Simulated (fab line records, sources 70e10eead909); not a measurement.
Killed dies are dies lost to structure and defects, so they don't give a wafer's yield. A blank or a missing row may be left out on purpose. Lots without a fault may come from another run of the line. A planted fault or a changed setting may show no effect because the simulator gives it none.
fab line records | flow nand_harc
record lots=12 wafers=36 last_day=32
route steps=1302 shown A_STAIRCASE@850 END@1302
lots that met no fault: from a run of the same line without faults
start_h: hours from the record's first day to the start of the lot's first wafer shown | wait_h: hours since the lot's step before | " the same as in the row above | L1.1+2: a row that stands for several wafers | - no value, or no start given | * or withheld: withheld | < > ~ a bound
route shown NAME@n: a module of which the file shows steps, and the number in the route of the first | usual: mean/standard deviation of fault-free wafers | same: alike in all rows | chamber/n: place in a boat | sites: the reading at each site | _std_site: their standard deviation | _edge_site: outer sites' mean less inner sites' | radius_mm: how far each site lies from the wafer's centre | mask NAME#n: copy n | behind: the tool/chamber that last shaped the wafer | hold: why the lot was held/for how many hours/how that ended | device: the transistor (n, p or np) that didn't switch | end of line: the same wafers' tests at the end of the route | a step without rows: its recipe alone | killed: dies lost to structure and defects at the first sort, not the wafer's yield | map: a wafer's dies, x killed, . not, _ none there
set.NAME: the setting as run; set.NAME@STEP: as run at that earlier step | model.NAME: the simulator's own value behind a step, which no gauge read
steps of the route over a sample of lots; a table a step, a row a wafer
services: from which hour (start_h, from the record's first day; less than 0 if before it) a tool's chamber was out of use, for how many hours, and why
## steps
# step NHARC_A_STAIRCASE_DEP_151
# recipe target_thk_a=72000 temp_c=400 target_thk_nm=7200 teos_flow_sccm=200 rf_w=500 material=SiO2
# usual heater_power_w=668/63
# columns lot.wafer tool chamber start_h wait_h heater_power_w
L258.1 pecvd-03 2 408.08 0.4 794
L258.6 " 2 " " 683
L258.5 " 0 " " 625
L259.3 pecvd-04 2 408.09 0.4 864
L259.2 " 0 " " 663
L259.6 " 1 " " 637
L261.1 pecvd-03 2 443.19 0.5 697
L261.6 " 1 " " 610
L261.5 " 0 " " 649
L263.3 pecvd-02 2 446.29 0.4 682
L263.1 " 1 " " 693
L263.6 " 2 " " 593
L266.2 pecvd-02 1 469.39 0.4 713
L266.3 " 2 " " 714
L266.1 " 0 " " 721
L267.3 pecvd-03 1 484.60 0.5 700
L267.4 " 1 " " 593
L267.5 " 2 " " 668
L272.1 pecvd-02 0 539.32 0.6 608
L272.6 " 1 " " 580
L272.5 " 2 " " 583
L273.3 pecvd-04 0 544.97 0.5 749
L273.4 " 0 " " 671
L273.5 " 1 " " 639
L271.2 pecvd-02 2 548.47 0.4 752
L271.5 " 2 " " 597
L271.4 " 1 " " 596
L274.1 pecvd-04 0 548.47 0.4 734
L274.6 " 1 " " 638
L274.5 " 2 " " 624
L277.3 pecvd-04 0 582.80 0.4 807
L277.2 " 2 " " 705
L277.4 " 2 " " 622
L280.6 pecvd-03 0 616.39 0.7 647
L280.4 " 1 " " 610
L280.5 " 2 " " 617
# step NHARC_A_STAIRCASE_DESCUM_443
# recipe time_s=3 o2_flow_sccm=200 ar_flow_sccm=0 bias_power_w=0 chemistry=O2
# usual drypump_motor_current_A=5.60/0.3 oes_product_au=1.002/0.007 rf_vpp_V=57.8/0.88 showerhead_plenum_p_Torr=1.92/0.091 throttle_valve_pct=11.310/0.0089
# columns lot.wafer tool chamber start_h wait_h drypump_motor_current_A oes_product_au rf_hours_counter_h rf_vpp_V showerhead_plenum_p_Torr throttle_valve_pct
L259.3 rie_diel-09 1 440.46 - 5.67 0.992 36 58.5 2.03 11.316
L259.2 " 3 " " 5.20 0.993 42 57.6 1.91 11.316
L259.6 " 1 " " 5.66 1.000 - 58.1 2.03 11.302
L258.1 rie_diel-02 2 440.70 - 5.75 0.991 9 58.1 1.94 11.309
L258.6 " 1 " " 5.70 0.994 - 57.8 1.81 11.304
L258.5 " 2 " " 5.70 1.004 - 58.4 1.94 11.288
L263.3 rie_diel-06 1 470.23 - 5.31 1.012 53 56.8 1.79 11.331
L263.1 " 0 " " 6.20 1.001 54 58.8 1.91 11.313
L263.6 " 2 " " 5.77 1.009 - 58.7 2.02 11.330
L261.1 rie_diel-02 1 470.58 - 5.68 1.008 22 56.6 1.81 11.318
L261.6 " 3 " " 5.14 1.003 - 58.3 2.07 11.309
L261.5 " 0 " " 5.26 0.992 - 57.8 1.82 11.324
L266.3 rie_diel-06 1 494.90 - 5.26 1.005 0 56.5 1.79 11.332
L266.1 " 2 " " 5.70 0.993 0 57.9 2.02 11.315
L266.2 " 0 " " 6.23 0.992 0 59.3 1.91 11.312
L267.3 rie_diel-09 1 510.34 - 5.63 0.989 0 58.0 2.02 11.314
L267.4 " 3 " " 5.21 1.003 1 57.8 1.90 11.301
L267.5 " 1 " " 5.67 1.001 - 59.4 2.02 11.303
L271.4 rie_diel-09 0 567.57 - 5.75 0.996 16 58.3 1.97 11.312
L271.2 " 3 " " 5.20 1.011 19 57.0 1.90 11.321
L271.5 " 1 " " 5.66 0.995 - 57.4 2.02 11.296
L272.1 rie_diel-09 1 567.65 - 5.66 1.003 16 58.8 2.02 11.299
L272.5 " 2 " " 5.75 1.008 - 57.8 1.87 11.304
L272.6 " 3 " " 5.21 1.003 - 56.4 1.90 11.301
L273.4 rie_diel-02 1 567.70 - 5.68 1.011 54 57.1 1.80 11.303
L273.3 " 0 " " 5.23 1.002 49 58.4 1.82 11.304
L273.5 " 2 " " 5.70 1.001 - 58.0 1.93 11.308
L274.1 rie_diel-06 1 567.87 - 5.29 1.013 29 57.2 1.78 11.308
L274.5 " 0 " " 6.23 1.008 - 58.8 1.90 11.299
L274.6 " 1 " " 5.29 1.014 - 58.1 1.78 11.309
L277.2 rie_diel-02 1 613.01 - 5.69 1.002 6 58.0 1.79 11.324
L277.4 " 2 " " 5.77 1.004 7 58.3 1.93 11.309
L277.3 " 3 " " 5.13 0.981 6 58.8 2.06 11.306
L280.4 rie_diel-02 3 641.50 - 5.09 1.000 17 58.5 2.05 11.295
L280.5 " 2 " " 5.73 0.999 - 57.7 1.93 11.304
L280.6 " 3 " " 5.14 0.998 - 58.0 2.05 11.310
# step NHARC_A_STAIRCASE_ETCHBACK_422
# recipe target_depth_a=400 over_etch_frac=0.3 time_s=74.286 ion_energy_ev=120 ch3f_flow_sccm=50 o2_flow_sccm=30 ar_flow_sccm=200 rf_w=500 bias_w=100 chemistry=CH3F/O2
# usual drypump_motor_current_A=5.59/0.28 oes_product_au=0.95/0.035 rf_vpp_V=244.5/1.6 showerhead_plenum_p_Torr=2.47/0.1 throttle_valve_pct=20.663/0.01
# columns lot.wafer tool chamber start_h wait_h drypump_motor_current_A oes_product_au rf_hours_counter_h rf_vpp_V showerhead_plenum_p_Torr throttle_valve_pct
L259.2 rie_diel-09 3 446.26 0.1 5.25 1.00 47 245.1 2.45 20.658
L259.3 " 2 " " 5.77 0.99 42 243.0 2.42 20.665
L259.6 " 0 " " 5.78 0.99 - 245.8 2.55 20.653
L258.1 rie_diel-02 0 446.48 0.2 5.21 1.00 14 242.9 2.35 20.663
L258.5 " 1 " " 5.71 1.00 - 241.8 2.33 20.664
L258.6 " 2 " " 5.74 1.00 - 243.6 2.50 20.665
L263.1 rie_diel-02 3 476.02 0.1 5.13 0.93 23 247.0 2.65 20.657
L263.3 " 0 " " 5.22 0.92 22 242.3 2.35 20.661
L263.6 " 0 " " 5.24 0.93 - 242.4 2.35 20.668
L261.1 rie_diel-09 2 476.35 0.2 5.78 0.93 54 243.8 2.42 20.655
L261.6 " 0 " " 5.77 0.93 - 244.4 2.54 20.676
L261.5 " 1 " " 5.72 0.92 - 245.6 2.60 20.667
L266.1 rie_diel-02 1 500.72 0.1 5.71 0.93 30 243.5 2.32 20.671
L266.3 " 2 " " 5.70 0.92 31 244.3 2.49 20.684
L266.2 " 3 " " 5.11 0.93 28 247.9 2.65 20.668
L267.4 rie_diel-02 0 516.14 0.1 5.23 0.93 32 242.4 2.34 20.665
L267.3 " 1 " " 5.70 0.93 34 243.1 2.32 20.668
L267.5 " 0 " " 5.23 0.93 - 243.7 2.34 20.663
L273.3 rie_diel-09 3 573.71 0.2 5.23 0.93 25 243.1 2.44 20.669
L273.4 " 0 " " 5.76 0.92 24 245.7 2.53 20.657
L273.5 " 1 " " 5.66 0.91 - 245.9 2.58 20.658
L271.2 rie_diel-09 3 573.77 0.3 5.22 0.97 25 244.9 2.44 20.671
L271.4 " 0 " " 5.77 0.98 24 244.5 2.53 20.667
L271.5 " 3 " " 5.22 0.98 - 244.2 2.43 20.659
L274.1 rie_diel-09 2 573.91 0.2 5.74 0.92 17 244.1 2.41 20.673
L274.5 " 3 " " 5.21 0.92 - 244.8 2.44 20.655
L274.6 " 0 " " 5.78 0.92 - 245.1 2.53 20.659
L272.1 rie_diel-09 1 576.49 0.1 5.67 1.01 23 247.8 2.58 20.657
L272.6 " 1 " " 5.67 1.00 - 245.6 2.58 20.654
L272.5 " 2 " " 5.74 1.01 - 243.0 2.41 20.666
L277.2 rie_diel-06 1 618.81 0.1 5.33 0.94 51 241.4 2.29 20.652
L277.4 " 2 " " 5.78 0.93 43 245.8 2.57 20.656
L277.3 " 0 " " 6.20 0.94 44 243.6 2.43 20.673
L280.4 rie_diel-09 3 647.37 0.1 5.17 0.93 44 243.9 2.43 20.670
L280.5 " 3 " " 5.20 0.92 - 245.7 2.43 20.645
L280.6 " 0 " " 5.79 0.93 - 244.8 2.52 20.665
# step NHARC_A_STAIRCASE_ETCHBACK_157
# recipe target_depth_a=900 over_etch_frac=0.3 time_s=167.14 ion_energy_ev=120 ch3f_flow_sccm=50 o2_flow_sccm=30 ar_flow_sccm=200 rf_w=500 bias_w=100 chemistry=CH3F/O2
# usual drypump_motor_current_A=5.6/0.31 oes_product_au=0.96/0.03 rf_vpp_V=244.6/1.7 showerhead_plenum_p_Torr=2.47/0.1 throttle_valve_pct=20.665/0.0091
# columns lot.wafer tool chamber start_h wait_h drypump_motor_current_A oes_product_au rf_hours_counter_h rf_vpp_V showerhead_plenum_p_Torr throttle_valve_pct
L259.3 rie_diel-06 0 446.62 0.1 6.2 0.91 46 244.4 2.46 20.665
L259.2 " 1 " " 5.3 0.93 46 243.1 2.31 20.672
L259.6 " 1 " " 5.3 0.93 - 242.0 2.31 20.662
L258.1 rie_diel-09 1 446.83 0.2 5.7 0.93 39 245.2 2.60 20.649
L258.6 " 3 " " 5.2 0.92 - 244.4 2.45 20.672
L258.5 " 0 " " 5.8 0.93 - 245.8 2.55 20.671
L263.3 rie_diel-02 3 476.42 0.2 5.1 0.97 23 246.9 2.65 20.657
L263.1 " 0 " " 5.3 0.96 23 243.2 2.35 20.667
L263.6 " 2 " " 5.7 0.96 - 244.0 2.49 20.649
L261.1 rie_diel-09 3 476.67 0.2 5.2 0.94 59 244.9 2.45 20.667
L261.5 " 3 " " 5.2 0.94 - 244.0 2.45 20.648
L261.6 " 0 " " 5.8 0.96 - 245.0 2.54 20.666
L266.3 rie_diel-02 2 501.10 0.2 5.7 0.97 31 244.5 2.49 20.677
L266.2 " 3 " " 5.1 0.95 28 246.9 2.65 20.664
L266.1 " 0 " " 5.2 0.95 28 242.9 2.35 20.652
L267.4 rie_diel-09 3 516.52 0.2 5.2 0.99 4 242.8 2.44 20.655
L267.3 " 1 " " 5.7 0.98 2 245.4 2.59 20.669
L267.5 " 3 " " 5.2 0.99 - 244.6 2.44 20.664
L273.3 rie_diel-09 3 574.15 0.2 5.2 0.99 25 244.9 2.44 20.655
L273.4 " 2 " " 5.7 0.99 17 243.0 2.41 20.652
L273.5 " 3 " " 5.2 0.98 - 245.3 2.44 20.654
L271.4 rie_diel-09 1 574.31 0.4 5.6 0.99 22 246.7 2.58 20.664
L271.2 " 2 " " 5.8 1.00 17 243.2 2.41 20.653
L271.5 " 3 " " 5.2 1.00 - 245.4 2.44 20.669
L274.1 rie_diel-06 2 574.41 0.3 5.7 1.00 30 246.2 2.58 20.664
L274.5 " 3 " " 5.8 1.00 - 245.8 2.49 20.667
L274.6 " 0 " " 6.2 1.00 - 243.8 2.44 20.677
L272.1 rie_diel-06 0 576.89 0.2 6.2 0.93 29 244.5 2.44 20.671
L272.5 " 2 " " 5.8 0.92 - 245.2 2.58 20.659
L272.6 " 3 " " 5.8 0.93 - 245.4 2.49 20.662
L277.3 rie_diel-06 2 619.17 0.2 5.7 0.95 43 246.1 2.57 20.662
L277.2 " 0 " " 6.2 0.94 44 243.8 2.43 20.663
L277.4 " 1 " " 5.2 0.95 51 239.1 2.29 20.665
L280.4 rie_diel-06 0 647.76 0.2 6.2 0.92 55 242.9 2.43 20.664
L280.6 " 2 " " 5.8 0.92 - 246.0 2.57 20.666
L280.5 " 3 " " 5.8 0.93 - 245.2 2.48 20.644
# step NHARC_END_SORT_01
# recipe temp_c=25
# usual killed_at_array=54/16 killed_at_other=0.6/0.86 killed_at_periphery=3.8/2.6 killed_dies=58/16 killed_open=3.3/1.8 killed_short=2.7/1.7
# same gross_dies=677
# columns lot.wafer tool chamber start_h wait_h killed_at_array killed_at_other killed_at_periphery killed_dies killed_open killed_short
L273.3 prober-01 0 717.92 3.1 103 1 2 106 2 1
L273.4 prober-01 0 718.72 3.4 109 0 4 113 4 2
L273.5 prober-01 0 719.51 3.7 111 1 5 117 4 2
L271.2 prober-02 0 724.22 2.8 131 0 4 135 4 4
L271.4 prober-02 0 725.80 3.4 141 0 1 142 2 2
L271.5 prober-02 0 726.59 3.7 119 0 3 122 5 3
# killed by level:class
L273.3 A_STAIRCASE:unspecified=69 A_CHANNEL_HOLE_D2:chamber_film_flake=13 A_CHANNEL_HOLE_D1:chamber_film_flake=7 A_SLIT:chamber_film_flake=5 A_CHANNEL_FILL_D2:geometric_particle:open=2 P_M1:chamber_film_flake=2 A_CONTACT:chamber_film_flake=2 A_ONON_D1:geometric_particle:short=1
L273.4 A_STAIRCASE:unspecified=79 A_CHANNEL_HOLE_D2:chamber_film_flake=12 A_CHANNEL_HOLE_D1:chamber_film_flake=6 A_SLIT:chamber_film_flake=5 A_SOURCE_PLATE:geometric_particle:open=2 P_STI:chamber_film_flake=2 A_DECK1_JOINT:geometric_particle:open=1 A_ONON_D2:geometric_particle:short=1
L273.5 A_STAIRCASE:unspecified=70 A_CHANNEL_HOLE_D2:chamber_film_flake=14 A_CHANNEL_HOLE_D1:chamber_film_flake=10 A_CONTACT:chamber_film_flake=5 P_STI:chamber_film_flake=3 A_M1:chamber_film_flake=3 A_ZERO_WELL:chamber_film_flake=2 A_SLIT:chamber_film_flake=2
L271.2 A_STAIRCASE:unspecified=78 A_CHANNEL_HOLE_D1:chamber_film_flake=35 P_GATE:chamber_film_flake=3 A_M1:chamber_film_flake=3 A_WL_FILL:geometric_particle:short=2 A_CONTACT:chamber_film_flake=2 P_CONTACT:geometric_particle:open=1 A_ONON_D1:geometric_particle:short=1
L271.4 A_STAIRCASE:unspecified=92 A_CHANNEL_HOLE_D1:chamber_film_flake=29 A_STAIRCASE:chamber_film_flake=7 A_CHANNEL_FILL_D1:chamber_film_flake=4 A_CONTACT:chamber_film_flake=3 A_SLIT:chamber_film_flake=2 P_M1:geometric_particle:open=1 A_ONON_D1:geometric_particle:short=1
L271.5 A_STAIRCASE:unspecified=68 A_CHANNEL_HOLE_D1:chamber_film_flake=34 A_STAIRCASE:chamber_film_flake=4 A_DECK1_JOINT:geometric_particle:open=2 A_WL_FILL:geometric_particle:short=2 A_WL_FILL:geometric_particle:open=2 P_ZERO_WELL:chamber_film_flake=2 A_SLIT:chamber_film_flake=2
## services
# columns tool chamber start_h hours kind
rie_diel-02 - 394.62 9.0 pm
rie_diel-09 0 404.66 - clean
rie_diel-09 1 404.66 - clean
rie_diel-09 2 404.66 - clean
rie_diel-09 3 404.66 - clean
rie_diel-09 0 429.16 - clean
rie_diel-09 1 429.16 - clean
pecvd-02 - 431.69 13.0 pm
pecvd-04 - 450.00 13.0 pm
pecvd-02 - 450.17 0.5 repair
rie_diel-06 - 485.31 9.0 pm
pecvd-02 - 491.29 1.2 repair
pecvd-04 0 495.91 13.2 repair
rie_diel-09 - 497.99 9.0 pm
rie_diel-06 - 505.38 0.5 repair
pecvd-04 2 517.87 4.0 repair
rie_diel-09 2 528.34 13.0 repair
pecvd-03 - 547.69 13.0 pm
pecvd-03 0 568.05 28.5 repair
rie_diel-02 - 571.62 9.0 pm
rie_diel-02 1 588.48 1.6 repair
pecvd-02 - 612.69 13.0 pm
pecvd-04 - 631.00 13.0 pm
pecvd-02 1 642.69 4.1 repair
## key
first_sign step=NHARC_END_SORT_01 reading=killed_at_array direction=up sigmas=4.1 usual=54 struck=119
effect step=NHARC_END_SORT_01 reading=killed_dies direction=up sigmas=4 usual=58 struck=122
more_kills_born_at NHARC_A_STAIRCASE_ETCHBACK_157@rie_diel-09=456
met_at NHARC_A_STAIRCASE_ETCHBACK_157
struck_lots L271,L273
tester_left_out L271,L273
not_acting_at NHARC_A_STAIRCASE_DEP_151,NHARC_A_STAIRCASE_DESCUM_443,NHARC_A_STAIRCASE_ETCHBACK_422
fault kind=chamber_particle_source tool=rie_diel-09 chamber=- onset_h=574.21 steps=NHARC_A_STAIRCASE_ETCHBACK_157 rate_per_visit_cm2=1.009 end_h=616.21
# tester_left_out: of these lots the tester's yield and bins aren't shown, on N5 and GAA mostly nor the transistor test; their killed dies are dies lost to structure and defects alone, not to doping, threshold or leakage, so they don't give the yield
